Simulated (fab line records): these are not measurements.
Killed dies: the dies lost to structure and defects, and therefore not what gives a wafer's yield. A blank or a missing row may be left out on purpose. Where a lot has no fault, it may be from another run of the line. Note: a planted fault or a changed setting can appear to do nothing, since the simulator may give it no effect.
Struck lot and sound lot, side by side ; flow nand harc ; 13 out of 1302 route steps
Sound: the wafers L468.1, L468.2, L468.4. Wafers L479.1, L479.2, L479.3 were the ones struck. The cause is given at the end.
Per side, at each step with rows, come the tool, then ch with its chambers, and then its first start. Under that, the readings that differ: sound wafers ; struck wafers ; difference of the means ; sigmas: that difference in standard deviations of wafers without a fault.
alike: readings whose means differ by less than 2 such deviations, and words and numbers that are the same on both sides. not compared: withheld readings, readings that some wafer has no value for, bounds like >300 that may hide the same value, and numbers for which the record gives no deviation and whose values overlap.
Wherever a step has rows on one side only, a row that says differs or no value, or a row with sigmas, the two part there. Non-overlapping numbers with no deviation appear without sigmas and do not part them. A reading that every wafer of one side lacks parts them only if that side has two wafers or more.

first, 1 step without rows for these wafers: NHARC_THIN_TSV_SRD_23.
NHARC_THIN_TSV_DEGAS_53: time 60 s.
  sound on pvd sputter-03 at day 27 03:28; struck on pvd sputter-03 at day 31 21:44
  alike: heater power w
NHARC_THIN_TSV_PRE_CLEAN_54: time 30 s.
  sound on pvd sputter-03 at day 27 03:32; struck on pvd sputter-03 at day 31 21:49
  alike: heater power w
then, 8 steps without rows for these wafers: NHARC_THIN_TSV_PVD_55 (deposits TiN, target thk 50 nm); NHARC_THIN_TSV_PVD_24 (deposits Al, target thk 800 nm); NHARC_THIN_TSV_DEHYDRATE_25 (time 120 s); NHARC_THIN_TSV_HMDS_26 (time 30 s); NHARC_THIN_TSV_COAT_27; NHARC_THIN_TSV_SOFTBAKE_28 (time 95 s); NHARC_THIN_TSV_EBR_29; NHARC_THIN_TSV_EXPOSE_30 (exposes mask PAD).
NHARC_THIN_TSV_PEB_31: peb time 85 s.
  struck on litho track-03, day 31 22:40; sound on litho track-05 ch 0, day 27 04:30
  no value came back on the struck wafers for chill plate temp C (C), exhaust pa (Pa); on the sound wafers chill plate temp C (C) reads 22.91 22.95 22.86
then, 1 step without rows for these wafers: NHARC_THIN_TSV_DEVELOP_32 (time 70 s).

WHERE THEY PART
Within this record, at NHARC_THIN_TSV_PEB_31 only.

WHY: the cause the simulator had injected
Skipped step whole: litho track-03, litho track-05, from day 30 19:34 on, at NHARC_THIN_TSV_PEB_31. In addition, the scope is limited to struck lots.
